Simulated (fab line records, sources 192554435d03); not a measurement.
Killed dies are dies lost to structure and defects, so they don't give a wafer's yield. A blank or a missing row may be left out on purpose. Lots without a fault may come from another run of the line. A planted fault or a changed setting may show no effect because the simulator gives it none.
Which tool did it? | flow n5_finfet | 15 lots, 45 wafers sampled, at 6 steps of a route of 1938

WHAT THE GAUGES READ, wafer by wafer
N5_BEOL_M12_OVL_MEAS_11. Usual: V11_OVL -1 nm, standard deviation 4.4.
lot  | measured     | on         | V11_OVL (nm) | flag
L709 | day 12 08:53 | overlay-02 | -1 2 1       |
L710 | day 12 10:32 | overlay-01 | -5 -12 -12   |
L711 | day 12 14:47 | overlay-01 | -2 -4 -7     |
L712 | day 12 15:02 | overlay-02 | -4 -6 -4     |
L713 | day 12 19:08 | overlay-02 | 0 3 -6       |
L721 | day 14 10:42 | overlay-02 | -4 1 -5      |
L722 | day 15 09:48 | overlay-01 | -5 2 0       |
L725 | day 15 14:49 | overlay-01 | 8 7 1        |
L723 | day 15 20:38 | overlay-01 | -6 2 2       |
L724 | day 15 22:00 | overlay-02 | -3 -2 6      |
L726 | day 16 04:48 | overlay-02 | 2 -6 1       |
L727 | day 16 08:35 | overlay-01 | 0 -3 -1      |
L728 | day 16 15:28 | overlay-02 | -1 -1 2      |
L729 | day 17 09:10 | overlay-02 | -5 8 3       |
L730 | day 17 18:05 | overlay-02 | 6 7 0        |

N5_BEOL_M12_INSPECT_12: inspects for defects (macro). Usual: raw_defect_count 2.1, standard deviation 1.4.
lot  | measured     | on                | raw_defect_count | flag
L709 | day 12 08:55 | defect_inspect-01 | 4 3 1            |
L710 | day 12 10:34 | defect_inspect-01 | 4 0 2            |
L711 | day 12 14:48 | defect_inspect-02 | 2 3 4            |
L712 | day 12 15:04 | defect_inspect-02 | 1 2 1            |
L713 | day 12 19:09 | defect_inspect-02 | 1 2 2            |
L721 | day 14 10:44 | defect_inspect-02 | 3 0 2            |
L722 | day 15 09:49 | defect_inspect-01 | 4 4 3            |
L725 | day 15 14:50 | defect_inspect-02 | 4 5 1            |
L723 | day 15 20:40 | defect_inspect-02 | 2 5 1            |
L724 | day 15 22:01 | defect_inspect-02 | 3 0 2            |
L726 | day 16 04:49 | defect_inspect-01 | 1 1 1            |
L727 | day 16 08:37 | defect_inspect-01 | 1 5 1            |
L728 | day 16 15:29 | defect_inspect-01 | 3 1 2            |
L729 | day 17 09:11 | defect_inspect-02 | 3 3 1            |
L730 | day 17 18:07 | defect_inspect-01 | 3 4 2            |

N5_BEOL_M12_CD_MEAS_17: target cd 140 nm. Usual: cd_nm 141.2 nm, standard deviation 2.3.
lot  | measured     | on        | cd_nm (nm)        | flag
L709 | day 12 09:26 | cd_sem-02 | - - -             | OFF
L710 | day 12 11:05 | cd_sem-02 | - - -             | OFF
L711 | day 12 15:26 | cd_sem-01 | - - -             | OFF
L712 | day 12 15:52 | cd_sem-03 | 139.8 142.4 143.4 |
L713 | day 12 19:41 | cd_sem-01 | 138.6 139.3 136.4 |
L721 | day 14 11:16 | cd_sem-01 | 142.8 142.8 141.5 |
L722 | day 15 10:36 | cd_sem-03 | 141.8 143.1 139.0 |
L725 | day 15 15:44 | cd_sem-01 | 144.2 140.9 146.0 |
L723 | day 15 21:11 | cd_sem-03 | 141.0 144.3 141.3 |
L724 | day 15 22:46 | cd_sem-03 | 141.9 138.8 138.6 |
L726 | day 16 05:23 | cd_sem-02 | 141.0 143.1 139.4 |
L727 | day 16 09:12 | cd_sem-02 | 141.4 138.2 143.2 |
L728 | day 16 16:01 | cd_sem-01 | 141.8 140.4 141.7 |
L729 | day 17 09:49 | cd_sem-02 | 141.6 143.4 141.6 |
L730 | day 17 18:38 | cd_sem-01 | 144.3 143.7 143.3 |

WHICH TOOL RAN EACH LOT (tool, then ch and the chambers of the sampled wafers, then the start)
lot  | N5_BEOL_M11_CMP_52            | N5_BEOL_M12_ILD_DEP_00          | N5_BEOL_M12_VIA_ETCH_16
L709 | cmp-01 ch 0,1,3, day 12 08:03 | pecvd-01 ch 0,1,2, day 12 08:28 | rie_diel-06 ch 0,3, day 12 09:02
L710 | cmp-01 ch 1,2, day 12 09:25   | pecvd-02 ch 0,1, day 12 09:54   | rie_diel-03 ch 1,2, day 12 10:41
L711 | cmp-01 ch 0,1,3, day 12 13:52 | pecvd-03 ch 1,2, day 12 14:19   | rie_diel-06 ch 1,2, day 12 15:01
L712 | cmp-03 ch 1,2,3, day 12 13:55 | pecvd-01 ch 0,2, day 12 14:23   | rie_diel-06 ch 0,2,3, day 12 15:17
L713 | cmp-03 ch 2,3, day 12 18:08   | pecvd-01 ch 1,2, day 12 18:37   | rie_diel-01 ch 0,3, day 12 19:16
L721 | cmp-03 ch 0,2,3, day 14 09:42 | pecvd-02 ch 0,1,2, day 14 10:07 | rie_diel-01 ch 0,1,3, day 14 10:51
L722 | cmp-02 ch 0,1,3, day 15 08:50 | pecvd-02 ch 0,1,2, day 15 09:13 | rie_diel-01 ch 1,2, day 15 09:59
L725 | cmp-03 ch 0,1,2, day 15 13:52 | pecvd-02 ch 0,2, day 15 14:21   | rie_diel-01 ch 1,2, day 15 15:05
L723 | cmp-01 ch 0,1,3, day 15 19:41 | pecvd-03 ch 0,1,2, day 15 20:10 | rie_diel-03 ch 1,2,3, day 15 20:47
L724 | cmp-01 ch 1,2,3, day 15 21:03 | pecvd-03 ch 0,1,2, day 15 21:32 | rie_diel-06 ch 1,2,3, day 15 22:22
L726 | cmp-02 ch 0,2,3, day 16 03:51 | pecvd-03 ch 0,2, day 16 04:20   | rie_diel-03 ch 1,2,3, day 16 04:59
L727 | cmp-01 ch 1,2, day 16 07:31   | pecvd-03 ch 0,2, day 16 08:00   | rie_diel-01 ch 1,2, day 16 08:47
L728 | cmp-01 ch 0,1,2, day 16 14:38 | pecvd-02 ch 1,2, day 16 15:00   | rie_diel-03 ch 1,2, day 16 15:37
L729 | cmp-01 ch 0,2,3, day 17 08:06 | pecvd-02 ch 1,2, day 17 08:35   | rie_diel-03 ch 0,1,3, day 17 09:24
L730 | cmp-01 ch 2,3, day 17 17:05   | pecvd-01 ch 0,2, day 17 17:34   | rie_diel-06 ch 0,2, day 17 18:14
- N5_BEOL_M11_CMP_52: polishes, stops on SiCOH lowk, t overpolish 7 s, target thk 140 nm.
- N5_BEOL_M12_ILD_DEP_00: deposits SiOC from DEMS/O2, target thk 658.92 nm, time 130.7 s.
- N5_BEOL_M12_VIA_ETCH_16: etches SiOC in C4F8/O2/Ar, target depth 724.8 nm.

WHAT THE TOOLS THEMSELVES READ (means of the sampled wafers that have a number; where no wafer has one, the mark that the record gives instead)
N5_BEOL_M11_CMP_52. Usual: barrier_field_endpoint_s 28.7 s, standard deviation 0.76; clearing_platen_rpm 49.996 rpm, standard deviation 0.028; motor_current_A 6.0 A, standard deviation 0.7; overpolish_run_s 7.001 s, standard deviation 0.0094; time_to_endpoint_s 66.2 s, standard deviation 2.7.
lot  | tool   | barrier_field_endpoint_s (s) | clearing_platen_rpm (rpm) | motor_current_A (A) | overpolish_run_s (s) | time_to_endpoint_s (s) | flag
L709 | cmp-01 | 28.2                         | 49.998                    | 5.5                 | 6.986                | 63.0                   |
L710 | cmp-01 | 29.4                         | 50.014                    | 6.3                 | 7.009                | 66.4                   |
L711 | cmp-01 | 29.2                         | 49.983                    | 5.6                 | 7.002                | 66.3                   |
L712 | cmp-03 | 29.9                         | 50.001                    | 6.0                 | 6.995                | 68.1                   |
L713 | cmp-03 | 27.9                         | 50.008                    | 5.7                 | 7.009                | 64.6                   |
L721 | cmp-03 | 28.5                         | 50.008                    | 6.1                 | 7.007                | 64.9                   |
L722 | cmp-02 | 27.8                         | 49.951                    | 6.6                 | 6.995                | 62.0                   |
L725 | cmp-03 | 28.8                         | 49.972                    | 5.9                 | 7.002                | 65.9                   |
L723 | cmp-01 | 29.3                         | 49.996                    | 5.5                 | 7.003                | 69.8                   |
L724 | cmp-01 | 29.3                         | 50.008                    | 6.1                 | 7.001                | 68.7                   |
L726 | cmp-02 | 28.4                         | 49.981                    | 5.9                 | 7.010                | 64.6                   |
L727 | cmp-01 | 28.9                         | 49.994                    | 5.6                 | 7.005                | 70.0                   |
L728 | cmp-01 | 28.6                         | 49.998                    | 5.8                 | 7.004                | 63.9                   |
L729 | cmp-01 | 27.6                         | 49.977                    | 6.1                 | 7.003                | 67.6                   |
L730 | cmp-01 | 29.3                         | 49.983                    | 6.4                 | 6.999                | 68.1                   |

N5_BEOL_M12_ILD_DEP_00. Usual: chamber_pressure_Torr 5.001 Torr, standard deviation 0.011; heater_power_outer_w 271 W, standard deviation 64; heater_power_w 513 W, standard deviation 91; showerhead_plenum_p_Torr 5.697 Torr, standard deviation 0.015; throttle_valve_pct 12.3 %, standard deviation 0.82.
lot  | tool     | chamber_pressure_Torr (Torr) | heater_power_outer_w (W) | heater_power_w (W) | showerhead_plenum_p_Torr (Torr) | throttle_valve_pct (%) | flag
L709 | pecvd-01 | -                            | -                        | -                  | -                               | -                      | OFF
L710 | pecvd-02 | -                            | -                        | -                  | -                               | -                      | OFF
L711 | pecvd-03 | -                            | -                        | -                  | -                               | -                      | OFF
L712 | pecvd-01 | 5.002                        | 333                      | 612                | 5.696                           | 13.6                   |
L713 | pecvd-01 | 5.004                        | 239                      | 453                | 5.692                           | 11.8                   |
L721 | pecvd-02 | 5.002                        | 224                      | 453                | 5.700                           | 12.1                   |
L722 | pecvd-02 | 5.006                        | 217                      | 451                | 5.704                           | 12.1                   |
L725 | pecvd-02 | 5.013                        | 242                      | 478                | 5.704                           | 11.7                   |
L723 | pecvd-03 | 4.997                        | 288                      | 539                | 5.691                           | 12.5                   |
L724 | pecvd-03 | 5.000                        | 306                      | 549                | 5.696                           | 12.2                   |
L726 | pecvd-03 | 5.014                        | 312                      | 580                | 5.707                           | 12.4                   |
L727 | pecvd-03 | 5.000                        | 272                      | 537                | 5.709                           | 12.4                   |
L728 | pecvd-02 | 4.998                        | 249                      | 469                | 5.696                           | 11.8                   |
L729 | pecvd-02 | 4.993                        | 223                      | 441                | 5.700                           | 12.3                   |
L730 | pecvd-01 | 4.997                        | 283                      | 517                | 5.695                           | 12.8                   |

N5_BEOL_M12_VIA_ETCH_16. Usual: drypump_motor_current_A 5.7 A, standard deviation 0.4; oes_product_au 0.74 a.u., standard deviation 0.083; rf_vpp_V 666 V, standard deviation 3.6; showerhead_plenum_p_Torr 3.43 Torr, standard deviation 0.13; throttle_valve_pct 24.23 %, standard deviation 0.25.
lot  | tool        | drypump_motor_current_A (A) | oes_product_au (a.u.) | rf_vpp_V (V) | showerhead_plenum_p_Torr (Torr) | throttle_valve_pct (%) | flag
L709 | rie_diel-06 | 6.2                         | 0.29                  | 661          | 3.30                            | 24.20                  | OFF
L710 | rie_diel-03 | 5.7                         | 0.34                  | 670          | 3.55                            | 24.25                  | OFF
L711 | rie_diel-06 | 5.5                         | 0.33                  | 665          | 3.36                            | 23.64                  | OFF
L712 | rie_diel-06 | 5.8                         | 0.74                  | 664          | 3.36                            | 24.25                  |
L713 | rie_diel-01 | 5.5                         | 0.64                  | 668          | 3.47                            | 24.23                  |
L721 | rie_diel-01 | 5.5                         | 0.71                  | 668          | 3.50                            | 24.32                  |
L722 | rie_diel-01 | 5.6                         | 0.84                  | 666          | 3.45                            | 24.17                  |
L725 | rie_diel-01 | 5.5                         | 0.83                  | 669          | 3.53                            | 24.32                  |
L723 | rie_diel-03 | 6.0                         | 0.74                  | 669          | 3.55                            | 24.30                  |
L724 | rie_diel-06 | 5.4                         | 0.75                  | 663          | 3.35                            | 24.10                  |
L726 | rie_diel-03 | 6.0                         | 0.74                  | 669          | 3.55                            | 24.30                  |
L727 | rie_diel-01 | 5.7                         | 0.81                  | 665          | 3.44                            | 24.17                  |
L728 | rie_diel-03 | 5.7                         | 0.78                  | 668          | 3.53                            | 24.42                  |
L729 | rie_diel-03 | 5.9                         | 0.78                  | 669          | 3.56                            | 24.19                  |
L730 | rie_diel-06 | 5.7                         | 0.72                  | 664          | 3.38                            | 24.10                  |

THE ANSWER, worked out from the rows above alone
Rule: a lot is off if the mean of its wafers that have a number lies more than 3 standard deviations from the usual mean. A lot without any number at a reading at which 4 lots or more have one is off too. The other lots that the step has rows for count as sound. The gauges are gone through in route order, then the tools' own readings, and for those a lot's mean is taken as printed above. The first step at which some lot is off is used, and at that step the reading that is off furthest; a lot without a number counts as furthest.
Off: L709, L710, L711, at N5_BEOL_M12_CD_MEAS_17 (cd_nm). Without a number there: L709, L710, L711.
A tool fits if, at a process step before that reading, it ran every lot that is off, and no sound lot after the first of them. The gauges at N5_BEOL_M12_CD_MEAS_17 aren't tried: what is off there is off at N5_BEOL_M12_ILD_DEP_00 too, on other tools, and a gauge's error can't cause that. None of those tried fits.

WHAT THE SIMULATOR HAD PUT IN
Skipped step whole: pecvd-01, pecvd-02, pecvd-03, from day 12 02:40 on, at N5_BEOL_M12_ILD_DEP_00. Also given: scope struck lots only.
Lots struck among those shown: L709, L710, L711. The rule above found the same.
